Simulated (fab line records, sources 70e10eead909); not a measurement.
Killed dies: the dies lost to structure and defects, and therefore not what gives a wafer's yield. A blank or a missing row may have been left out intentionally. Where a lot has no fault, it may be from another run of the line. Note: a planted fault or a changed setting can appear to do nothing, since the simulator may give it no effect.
Which tool is to blame? / flow nand_harc / 11 lots, 33 wafers sampled, at 5 steps of a route of 1159

WHAT EACH GAUGE READ, for each wafer
NHARC_END_SORT_01. Usual: killed_at_array 27, standard deviation 11; killed_at_other 0.6, standard deviation 1; killed_at_periphery 3.0, standard deviation 2.1; killed_dies 31, standard deviation 12; killed_open 3.2, standard deviation 1.7; killed_short 1.7, standard deviation 1.4.
lot=L540; measured=day 22 08:10; on=prober-01; killed_at_array=22 18 26; killed_at_other=1 1 0; killed_at_periphery=2 2 6; killed_dies=25 21 32; killed_open=5 2 4; killed_short=0 0 3; flag=
lot=L541; measured=day 22 16:02; on=prober-01; killed_at_array=42 35 46; killed_at_other=0 0 0; killed_at_periphery=4 3 5; killed_dies=46 38 51; killed_open=4 0 4; killed_short=1 0 5; flag=
lot=L544; measured=day 22 18:27; on=prober-02; killed_at_array=34 28 27; killed_at_other=0 1 0; killed_at_periphery=5 7 1; killed_dies=39 36 28; killed_open=2 5 4; killed_short=1 1 0; flag=

TOOL THAT RAN EACH LOT (tool first, then ch and the chambers of the sampled wafers, then the start)
lot=L530; NHARC_A_STAIRCASE_ETCH_169=rie_diel-12 ch 1,2,3, day 11 05:00; NHARC_A_STAIRCASE_STRIP_171=plasma_asher-02 ch 0,1, day 11 05:20; NHARC_A_STAIRCASE_TRIM_12=rie_diel-02 ch 2,3, day 11 07:00; NHARC_A_STAIRCASE_TRIM_22=rie_diel-12 ch 0,1,3, day 11 08:59
lot=L531; NHARC_A_STAIRCASE_ETCH_169=rie_diel-12 ch 0,2,3, day 11 05:10; NHARC_A_STAIRCASE_STRIP_171=plasma_asher-01 ch 0,1, day 11 05:34; NHARC_A_STAIRCASE_TRIM_12=rie_diel-02 ch 0,1,3, day 11 07:14; NHARC_A_STAIRCASE_TRIM_22=rie_diel-02 ch 1,2,3, day 11 08:52
lot=L534; NHARC_A_STAIRCASE_ETCH_169=rie_diel-02 ch 0,2,3, day 12 02:37; NHARC_A_STAIRCASE_STRIP_171=plasma_asher-01 ch 0, day 12 02:53; NHARC_A_STAIRCASE_TRIM_12=rie_diel-12 ch 0,1,3, day 12 04:24; NHARC_A_STAIRCASE_TRIM_22=rie_diel-02 ch 2,3, day 12 05:54
lot=L538; NHARC_A_STAIRCASE_ETCH_169=rie_diel-11 ch 0,1,2, day 12 20:33; NHARC_A_STAIRCASE_STRIP_171=plasma_asher-01 ch 0,1, day 13 01:01; NHARC_A_STAIRCASE_TRIM_12=rie_diel-12 ch 0,1,2, day 13 02:34; NHARC_A_STAIRCASE_TRIM_22=rie_diel-12 ch 0,1,2, day 13 04:04
lot=L540; NHARC_A_STAIRCASE_ETCH_169=rie_diel-11 ch 0,1,2, day 13 20:41; NHARC_A_STAIRCASE_STRIP_171=plasma_asher-02 ch 0,1, day 13 20:55; NHARC_A_STAIRCASE_TRIM_12=rie_diel-12 ch 0,1,2, day 13 22:59; NHARC_A_STAIRCASE_TRIM_22=rie_diel-12 ch 0,2, day 14 00:29
lot=L542; NHARC_A_STAIRCASE_ETCH_169=rie_diel-12 ch 0,2, day 13 21:00; NHARC_A_STAIRCASE_STRIP_171=plasma_asher-02 ch 0,1, day 13 21:13; NHARC_A_STAIRCASE_TRIM_12=rie_diel-11 ch 1,2,3, day 13 22:50; NHARC_A_STAIRCASE_TRIM_22=rie_diel-11 ch 1,3, day 14 01:05
lot=L541; NHARC_A_STAIRCASE_ETCH_169=rie_diel-12 ch 2,3, day 14 00:10; NHARC_A_STAIRCASE_STRIP_171=plasma_asher-01 ch 0,1, day 14 00:31; NHARC_A_STAIRCASE_TRIM_12=rie_diel-11 ch 0,1,2, day 14 02:04; NHARC_A_STAIRCASE_TRIM_22=rie_diel-12 ch 1,2,3, day 14 05:11
lot=L544; NHARC_A_STAIRCASE_ETCH_169=rie_diel-11 ch 1,2,3, day 14 05:27; NHARC_A_STAIRCASE_STRIP_171=plasma_asher-01 ch 0, day 14 05:44; NHARC_A_STAIRCASE_TRIM_12=rie_diel-12 ch 0,1, day 14 07:47; NHARC_A_STAIRCASE_TRIM_22=rie_diel-12 ch 0,1,2, day 14 10:14
lot=L549; NHARC_A_STAIRCASE_ETCH_169=rie_diel-12 ch 0,1,3, day 15 16:48; NHARC_A_STAIRCASE_STRIP_171=plasma_asher-01 ch 0,1, day 15 17:02; NHARC_A_STAIRCASE_TRIM_12=rie_diel-12 ch 0,1,3, day 15 18:40; NHARC_A_STAIRCASE_TRIM_22=rie_diel-11 ch 0,1,2, day 15 20:08
lot=L551; NHARC_A_STAIRCASE_ETCH_169=rie_diel-12 ch 0,1, day 16 15:34; NHARC_A_STAIRCASE_STRIP_171=plasma_asher-01 ch 0,1, day 16 15:51; NHARC_A_STAIRCASE_TRIM_12=rie_diel-11 ch 1,2, day 16 17:24; NHARC_A_STAIRCASE_TRIM_22=rie_diel-11 ch 0,2, day 16 18:52
lot=L552; NHARC_A_STAIRCASE_ETCH_169=rie_diel-11 ch 1,2,3, day 16 15:46; NHARC_A_STAIRCASE_STRIP_171=plasma_asher-02 ch 0,1, day 16 16:03; NHARC_A_STAIRCASE_TRIM_12=rie_diel-02 ch 1,3, day 16 17:42; NHARC_A_STAIRCASE_TRIM_22=rie_diel-02 ch 0,1,3, day 16 19:35
- NHARC_A_STAIRCASE_ETCH_169: etches the open film in CH3F/O2, target depth 50 nm, time 107.1 s.
- NHARC_A_STAIRCASE_STRIP_171: strips in O2.
- NHARC_A_STAIRCASE_TRIM_12: chemistry O2, time 211.2 s.
- NHARC_A_STAIRCASE_TRIM_22: chemistry O2, time 211.2 s.

WHAT THE TOOLS THEMSELVES READ (means of the sampled wafers that have a number; where no wafer has one, the mark that the record gives instead)
NHARC_A_STAIRCASE_ETCH_169. Usual: drypump_motor_current_A 5.9 A, standard deviation 0.5; o2_flow_sccm 30.00 sccm, standard deviation 0.093; oes_product_au 0.950 a.u., standard deviation 0.021; rf_vpp_V 243.7 V, standard deviation 1.4; showerhead_plenum_p_Torr 2.41 Torr, standard deviation 0.087; throttle_valve_pct 20.663 %, standard deviation 0.0087.
lot=L530; tool=rie_diel-12; drypump_motor_current_A (A)=5.6; o2_flow_sccm (sccm)=30.01; oes_product_au (a.u.)=0.958; rf_vpp_V (V)=243.6; showerhead_plenum_p_Torr (Torr)=2.42; throttle_valve_pct (%)=20.659; flag=
lot=L531; tool=rie_diel-12; drypump_motor_current_A (A)=6.1; o2_flow_sccm (sccm)=30.02; oes_product_au (a.u.)=0.941; rf_vpp_V (V)=243.9; showerhead_plenum_p_Torr (Torr)=2.39; throttle_valve_pct (%)=20.668; flag=
lot=L534; tool=rie_diel-02; drypump_motor_current_A (A)=6.0; o2_flow_sccm (sccm)=29.95; oes_product_au (a.u.)=0.937; rf_vpp_V (V)=244.3; showerhead_plenum_p_Torr (Torr)=2.41; throttle_valve_pct (%)=20.657; flag=
lot=L538; tool=rie_diel-11; drypump_motor_current_A (A)=5.7; o2_flow_sccm (sccm)=29.96; oes_product_au (a.u.)=0.964; rf_vpp_V (V)=243.6; showerhead_plenum_p_Torr (Torr)=2.40; throttle_valve_pct (%)=20.652; flag=
lot=L540; tool=rie_diel-11; drypump_motor_current_A (A)=5.7; o2_flow_sccm (sccm)=29.99; oes_product_au (a.u.)=0.961; rf_vpp_V (V)=242.7; showerhead_plenum_p_Torr (Torr)=2.39; throttle_valve_pct (%)=20.662; flag=
lot=L542; tool=rie_diel-12; drypump_motor_current_A (A)=6.4; o2_flow_sccm (sccm)=30.08; oes_product_au (a.u.)=0.965; rf_vpp_V (V)=244.0; showerhead_plenum_p_Torr (Torr)=2.40; throttle_valve_pct (%)=20.670; flag=
lot=L541; tool=rie_diel-12; drypump_motor_current_A (A)=5.7; o2_flow_sccm (sccm)=30.01; oes_product_au (a.u.)=0.962; rf_vpp_V (V)=242.9; showerhead_plenum_p_Torr (Torr)=2.36; throttle_valve_pct (%)=20.668; flag=
lot=L544; tool=rie_diel-11; drypump_motor_current_A (A)=5.7; o2_flow_sccm (sccm)=30.05; oes_product_au (a.u.)=0.953; rf_vpp_V (V)=243.2; showerhead_plenum_p_Torr (Torr)=2.43; throttle_valve_pct (%)=20.667; flag=
lot=L549; tool=rie_diel-12; drypump_motor_current_A (A)=6.0; o2_flow_sccm (sccm)=29.95; oes_product_au (a.u.)=0.922; rf_vpp_V (V)=243.9; showerhead_plenum_p_Torr (Torr)=2.43; throttle_valve_pct (%)=20.661; flag=
lot=L551; tool=rie_diel-12; drypump_motor_current_A (A)=5.8; o2_flow_sccm (sccm)=30.01; oes_product_au (a.u.)=0.926; rf_vpp_V (V)=245.7; showerhead_plenum_p_Torr (Torr)=2.47; throttle_valve_pct (%)=20.664; flag=
lot=L552; tool=rie_diel-11; drypump_motor_current_A (A)=5.7; o2_flow_sccm (sccm)=30.09; oes_product_au (a.u.)=0.956; rf_vpp_V (V)=244.6; showerhead_plenum_p_Torr (Torr)=2.42; throttle_valve_pct (%)=20.661; flag=

NHARC_A_STAIRCASE_STRIP_171. Usual: drypump_motor_current_A 5.8 A, standard deviation 0.44; heater_power_w 328 W, standard deviation 31.
lot=L530; tool=plasma_asher-02; drypump_motor_current_A (A)=5.8; heater_power_w (W)=325; flag=
lot=L531; tool=plasma_asher-01; drypump_motor_current_A (A)=5.6; heater_power_w (W)=317; flag=
lot=L534; tool=plasma_asher-01; drypump_motor_current_A (A)=5.2; heater_power_w (W)=291; flag=
lot=L538; tool=plasma_asher-01; drypump_motor_current_A (A)=5.5; heater_power_w (W)=320; flag=
lot=L540; tool=plasma_asher-02; drypump_motor_current_A (A)=5.8; heater_power_w (W)=325; flag=
lot=L542; tool=plasma_asher-02; drypump_motor_current_A (A)=5.9; heater_power_w (W)=317; flag=
lot=L541; tool=plasma_asher-01; drypump_motor_current_A (A)=5.9; heater_power_w (W)=340; flag=
lot=L544; tool=plasma_asher-01; drypump_motor_current_A (A)=5.2; heater_power_w (W)=299; flag=
lot=L549; tool=plasma_asher-01; drypump_motor_current_A (A)=5.5; heater_power_w (W)=321; flag=
lot=L551; tool=plasma_asher-01; drypump_motor_current_A (A)=5.5; heater_power_w (W)=318; flag=
lot=L552; tool=plasma_asher-02; drypump_motor_current_A (A)=5.8; heater_power_w (W)=332; flag=

NHARC_A_STAIRCASE_TRIM_12. Usual: for drypump_motor_current_A, 5.9 A with a standard deviation of 0.51; for o2_flow_sccm, 500.1 sccm with a standard deviation of 1.4; for oes_product_au, 1.001 a.u. with a standard deviation of 0.0096; for rf_vpp_V, 57.6 V with a standard deviation of 0.98; for run_length_s, 232.7 s with a standard deviation of 0.44; for showerhead_plenum_p_Torr, 3.46 Torr with a standard deviation of 0.13; for throttle_valve_pct, 17.037 % with a standard deviation of 0.0088.
lot=L530; tool=rie_diel-02; drypump_motor_current_A (A)=5.9; o2_flow_sccm (sccm)=499.5; oes_product_au (a.u.)=0.998; rf_vpp_V (V)=57.9; run_length_s (s)=233.0; showerhead_plenum_p_Torr (Torr)=3.54; throttle_valve_pct (%)=17.048; flag=
lot=L531; tool=rie_diel-02; drypump_motor_current_A (A)=6.4; o2_flow_sccm (sccm)=500.5; oes_product_au (a.u.)=1.010; rf_vpp_V (V)=58.1; run_length_s (s)=233.0; showerhead_plenum_p_Torr (Torr)=3.53; throttle_valve_pct (%)=17.032; flag=
lot=L534; tool=rie_diel-12; drypump_motor_current_A (A)=6.0; o2_flow_sccm (sccm)=501.1; oes_product_au (a.u.)=0.995; rf_vpp_V (V)=57.3; run_length_s (s)=232.7; showerhead_plenum_p_Torr (Torr)=3.51; throttle_valve_pct (%)=17.031; flag=
lot=L538; tool=rie_diel-12; drypump_motor_current_A (A)=5.9; o2_flow_sccm (sccm)=499.5; oes_product_au (a.u.)=1.001; rf_vpp_V (V)=57.3; run_length_s (s)=232.9; showerhead_plenum_p_Torr (Torr)=3.49; throttle_valve_pct (%)=17.029; flag=
lot=L540; tool=rie_diel-12; drypump_motor_current_A (A)=5.9; o2_flow_sccm (sccm)=500.0; oes_product_au (a.u.)=1.009; rf_vpp_V (V)=58.3; run_length_s (s)=233.1; showerhead_plenum_p_Torr (Torr)=3.48; throttle_valve_pct (%)=17.036; flag=
lot=L542; tool=rie_diel-11; drypump_motor_current_A (A)=5.7; o2_flow_sccm (sccm)=500.4; oes_product_au (a.u.)=0.999; rf_vpp_V (V)=57.7; run_length_s (s)=232.8; showerhead_plenum_p_Torr (Torr)=3.49; throttle_valve_pct (%)=17.037; flag=
lot=L541; tool=rie_diel-11; drypump_motor_current_A (A)=5.7; o2_flow_sccm (sccm)=500.4; oes_product_au (a.u.)=1.003; rf_vpp_V (V)=56.4; run_length_s (s)=232.8; showerhead_plenum_p_Torr (Torr)=3.44; throttle_valve_pct (%)=17.030; flag=
lot=L544; tool=rie_diel-12; drypump_motor_current_A (A)=5.8; o2_flow_sccm (sccm)=500.3; oes_product_au (a.u.)=1.008; rf_vpp_V (V)=57.8; run_length_s (s)=233.1; showerhead_plenum_p_Torr (Torr)=3.55; throttle_valve_pct (%)=17.035; flag=
lot=L549; tool=rie_diel-12; drypump_motor_current_A (A)=6.0; o2_flow_sccm (sccm)=500.4; oes_product_au (a.u.)=0.998; rf_vpp_V (V)=57.7; run_length_s (s)=232.4; showerhead_plenum_p_Torr (Torr)=3.49; throttle_valve_pct (%)=17.038; flag=
lot=L551; tool=rie_diel-11; drypump_motor_current_A (A)=5.4; o2_flow_sccm (sccm)=500.0; oes_product_au (a.u.)=1.003; rf_vpp_V (V)=57.7; run_length_s (s)=232.9; showerhead_plenum_p_Torr (Torr)=3.47; throttle_valve_pct (%)=17.040; flag=
lot=L552; tool=rie_diel-02; drypump_motor_current_A (A)=6.4; o2_flow_sccm (sccm)=500.9; oes_product_au (a.u.)=1.000; rf_vpp_V (V)=58.2; run_length_s (s)=232.8; showerhead_plenum_p_Torr (Torr)=3.58; throttle_valve_pct (%)=17.035; flag=

NHARC_A_STAIRCASE_TRIM_22. Usual: for drypump_motor_current_A, 6.0 A with a standard deviation of 0.52; for o2_flow_sccm, 499.7 sccm with a standard deviation of 1.4; for oes_product_au, 0.999 a.u. with a standard deviation of 0.0091; for rf_vpp_V, 57.7 V with a standard deviation of 0.92; for run_length_s, 232.7 s with a standard deviation of 0.46; for showerhead_plenum_p_Torr, 3.48 Torr with a standard deviation of 0.14; for throttle_valve_pct, 17.036 % with a standard deviation of 0.0088.
lot=L530; tool=rie_diel-12; drypump_motor_current_A (A)=6.0; o2_flow_sccm (sccm)=499.6; oes_product_au (a.u.)=0.994; rf_vpp_V (V)=57.5; run_length_s (s)=232.8; showerhead_plenum_p_Torr (Torr)=3.51; throttle_valve_pct (%)=17.036; flag=
lot=L531; tool=rie_diel-02; drypump_motor_current_A (A)=6.1; o2_flow_sccm (sccm)=498.4; oes_product_au (a.u.)=1.003; rf_vpp_V (V)=57.8; run_length_s (s)=232.8; showerhead_plenum_p_Torr (Torr)=3.47; throttle_valve_pct (%)=17.034; flag=
lot=L534; tool=rie_diel-02; drypump_motor_current_A (A)=5.6; o2_flow_sccm (sccm)=498.8; oes_product_au (a.u.)=0.995; rf_vpp_V (V)=57.3; run_length_s (s)=232.7; showerhead_plenum_p_Torr (Torr)=3.40; throttle_valve_pct (%)=17.038; flag=
lot=L538; tool=rie_diel-12; drypump_motor_current_A (A)=5.9; o2_flow_sccm (sccm)=499.4; oes_product_au (a.u.)=0.997; rf_vpp_V (V)=58.4; run_length_s (s)=233.0; showerhead_plenum_p_Torr (Torr)=3.49; throttle_valve_pct (%)=17.035; flag=
lot=L540; tool=rie_diel-12; drypump_motor_current_A (A)=6.3; o2_flow_sccm (sccm)=500.2; oes_product_au (a.u.)=1.001; rf_vpp_V (V)=58.5; run_length_s (s)=232.9; showerhead_plenum_p_Torr (Torr)=3.44; throttle_valve_pct (%)=17.028; flag=
lot=L542; tool=rie_diel-11; drypump_motor_current_A (A)=6.1; o2_flow_sccm (sccm)=498.9; oes_product_au (a.u.)=1.009; rf_vpp_V (V)=56.7; run_length_s (s)=232.5; showerhead_plenum_p_Torr (Torr)=3.49; throttle_valve_pct (%)=17.033; flag=
lot=L541; tool=rie_diel-12; drypump_motor_current_A (A)=5.6; o2_flow_sccm (sccm)=499.4; oes_product_au (a.u.)=0.995; rf_vpp_V (V)=58.1; run_length_s (s)=273.1; showerhead_plenum_p_Torr (Torr)=3.46; throttle_valve_pct (%)=17.033; flag=OFF
lot=L544; tool=rie_diel-12; drypump_motor_current_A (A)=5.9; o2_flow_sccm (sccm)=499.5; oes_product_au (a.u.)=1.000; rf_vpp_V (V)=57.7; run_length_s (s)=273.4; showerhead_plenum_p_Torr (Torr)=3.48; throttle_valve_pct (%)=17.037; flag=OFF
lot=L549; tool=rie_diel-11; drypump_motor_current_A (A)=5.7; o2_flow_sccm (sccm)=500.0; oes_product_au (a.u.)=1.000; rf_vpp_V (V)=57.7; run_length_s (s)=232.8; showerhead_plenum_p_Torr (Torr)=3.43; throttle_valve_pct (%)=17.034; flag=
lot=L551; tool=rie_diel-11; drypump_motor_current_A (A)=6.0; o2_flow_sccm (sccm)=499.3; oes_product_au (a.u.)=1.002; rf_vpp_V (V)=57.9; run_length_s (s)=232.4; showerhead_plenum_p_Torr (Torr)=3.67; throttle_valve_pct (%)=17.042; flag=
lot=L552; tool=rie_diel-02; drypump_motor_current_A (A)=6.5; o2_flow_sccm (sccm)=498.3; oes_product_au (a.u.)=1.002; rf_vpp_V (V)=57.6; run_length_s (s)=233.1; showerhead_plenum_p_Torr (Torr)=3.51; throttle_valve_pct (%)=17.043; flag=

THE ANSWER, worked out from the rows above alone
Rule: lot off if the mean of its wafers having a number is beyond 3 standard deviations from the usual mean. A lot without any number at a reading at which 4 lots or more have one is off too. The other lots that the step has rows for count as sound. First the gauges in route order, then the tools' own readings, where a lot's mean is used as printed above. The first step at which some lot is off is used, and at that step the reading that is off furthest; a lot without a number counts as furthest.
Off: L541, L544 (NHARC_A_STAIRCASE_TRIM_22, run_length_s).
A tool fits if, at that step or a process step before it, it ran every lot that is off, and no sound lot after the first of them. One fits: rie_diel-12 at NHARC_A_STAIRCASE_TRIM_22. A fault onset in the window from L540 (day 14 00:29, its last sound lot) to L541 (day 14 05:11, its first lot off) fits.
On the lots that are off, the tool's own readings at NHARC_A_STAIRCASE_TRIM_22 differ by more than 5 times the standard deviation of the sound lots' means, which bears it out; run_length_s reads 273.2 s there versus 232.8 s on the sound lots.

WHAT THE SIMULATOR HAD INSERTED
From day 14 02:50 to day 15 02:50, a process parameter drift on rie_diel-12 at NHARC_A_STAIRCASE_TRIM_22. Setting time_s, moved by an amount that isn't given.
Struck lots among those shown: L541, L544. The rule above found the same.
